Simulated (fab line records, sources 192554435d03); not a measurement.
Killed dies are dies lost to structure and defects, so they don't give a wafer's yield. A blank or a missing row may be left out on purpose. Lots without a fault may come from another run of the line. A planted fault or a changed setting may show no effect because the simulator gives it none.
Chamber matching | flow n5_finfet | N5_BEOL_M11_VIA_ETCH_34 on rie_diel-05: 4 sister chambers
The step etches SiCOH lowk in C4F6/O2, target depth 184.5 nm, time 69.2 s. 16 wafers are shown with their chamber, then 7 later ones without.

WAFERS WITH THEIR CHAMBER
wafer  | chamber | showerhead_plenum_p_Torr (Torr) | rf_vpp_V (V) | throttle_valve_pct (%)
L427.1 | 2       | 2.72                            | 657          | 21.41
L427.5 | 0       | 2.81                            | 677          | 20.99
L427.6 | 3       | 2.91                            | 669          | 21.01
L429.2 | 2       | 2.72                            | 656          | 21.42
L429.5 | 2       | 2.72                            | 658          | 21.43
L429.6 | 3       | 2.91                            | 669          | 21.04
L436.1 | 3       | 2.90                            | 668          | 20.92
L436.3 | 0       | 2.80                            | 676          | 21.00
L436.5 | 2       | 2.71                            | 657          | 21.44
L437.5 | 0       | 2.80                            | 674          | 20.99
L432.4 | 3       | 2.90                            | 669          | 21.05
L440.3 | 1       | 2.81                            | 656          | 20.81
L440.5 | 3       | 2.90                            | 668          | 21.06
L440.6 | 0       | 2.79                            | 678          | 21.01
L445.1 | 0       | 2.79                            | 675          | 21.02
L445.2 | 3       | 2.90                            | 669          | 21.05

SIGNATURES (means of the wafers above)
reading                  | chamber 0 | chamber 1 | chamber 2 | chamber 3 | scatter within a chamber
showerhead_plenum_p_Torr | 2.7980    | 2.8100    | 2.7175    | 2.9033    | 0.00638
rf_vpp_V                 | 676.00    | 656.00    | 657.00    | 668.67    | 1.05
throttle_valve_pct       | 21.0020   | 20.8100   | 21.4250   | 21.0217   | 0.0354
Rule: a wafer's distance from a chamber is the root of the sum, over the readings, of the square of ((its reading less the chamber's mean) divided by the reading's scatter). The wafer belongs to the nearest chamber; if the next one is less than 2 further off, it can't be placed. The scatter: the root of (the sum of the squares of (reading less its chamber's mean) over the shown wafers, divided by (wafers less chambers)).

WAFERS WITHOUT THEIR CHAMBER
wafer  | showerhead_plenum_p_Torr (Torr) | rf_vpp_V (V) | throttle_valve_pct (%)
L445.4 | 2.81                            | 655          | 20.80
L446.2 | 2.71                            | 658          | 21.49
L446.3 | 2.80                            | 656          | 20.82
L446.6 | 2.71                            | 656          | 21.46
L448.1 | 2.89                            | 669          | 21.08
L448.2 | 2.80                            | 656          | 20.84
L448.4 | 2.79                            | 675          | 21.05

WHICH CHAMBER EACH WENT THROUGH
wafer  | from the rows above | in truth
L445.4 | 1                   | 1
L446.2 | 2                   | 2
L446.3 | 1                   | 1
L446.6 | 2                   | 2
L448.1 | 3                   | 3
L448.2 | 1                   | 1
L448.4 | 0                   | 0
Placed correctly: 7 of 7. Can't be placed from these rows: 0. Placed wrongly: 0.
